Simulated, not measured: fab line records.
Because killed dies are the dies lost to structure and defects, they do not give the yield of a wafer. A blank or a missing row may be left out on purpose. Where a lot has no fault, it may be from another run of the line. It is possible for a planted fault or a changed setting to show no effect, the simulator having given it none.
Matching of chambers	flow n5 finfet	N5_BEOL_M11_CURE_72 on uv cure-01: 3 sister chambers
The step cures SiCOH lowk, time 120 s. 6 wafers are shown with their chamber, then 10 later ones without.

EACH WAFER AND ITS CHAMBER
wafer	chamber	wafer_temp_C_max	lamp power pct (%)
L082.2	2	371.9	52.33
L082.5	2	371.5	52.32
L086.2	0	371.3	52.22
L086.4	0	372.2	52.34
L091.1	1	372.5	52.40
L091.2	1	372.8	52.39

WAFERS MISSING THEIR CHAMBER
wafer	wafer_temp_C_max	lamp power pct (%)
L091.6	372.3	52.27
L092.1	371.4	52.31
L092.2	371.1	52.32
L092.4	372.1	52.37
L095.1	371.3	52.24
L095.2	371.1	52.34
L095.6	371.3	52.30
L095.3	371.4	52.28
L095.4	371.2	52.29
L095.5	371.9	52.31

EACH ONE'S CHAMBER
wafer	from the rows above	in truth
L091.6	can't be placed: 0 or 2 or 1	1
L092.1	can't be placed: 2 or 0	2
L092.2	can't be placed: 2 or 0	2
L092.4	can't be placed: 2 or 1 or 0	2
L095.1	can't be placed: 0 or 2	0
L095.2	can't be placed: 2 or 0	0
L095.6	can't be placed: 2 or 0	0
L095.3	can't be placed: 0 or 2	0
L095.4	can't be placed: 0 or 2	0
L095.5	can't be placed: 2 or 0 or 1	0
Correct placement for 0 of the 10. Can't be placed from these rows: 10 (the true chamber is among the candidates in 10). Number placed wrongly: 0.
How it was worked out, from the rows above alone: a wafer's distance from a chamber is the root of the sum, over the readings, of the square of ((its reading less the chamber's mean) divided by the reading's scatter). The wafer belongs to the nearest chamber; if the next one is less than 2 further off, it can't be placed. The mean given for a chamber averages the wafers shown for that chamber. The scatter: the root of (the sum of the squares of (reading less its chamber's mean) over the shown wafers, divided by (wafers less chambers)).
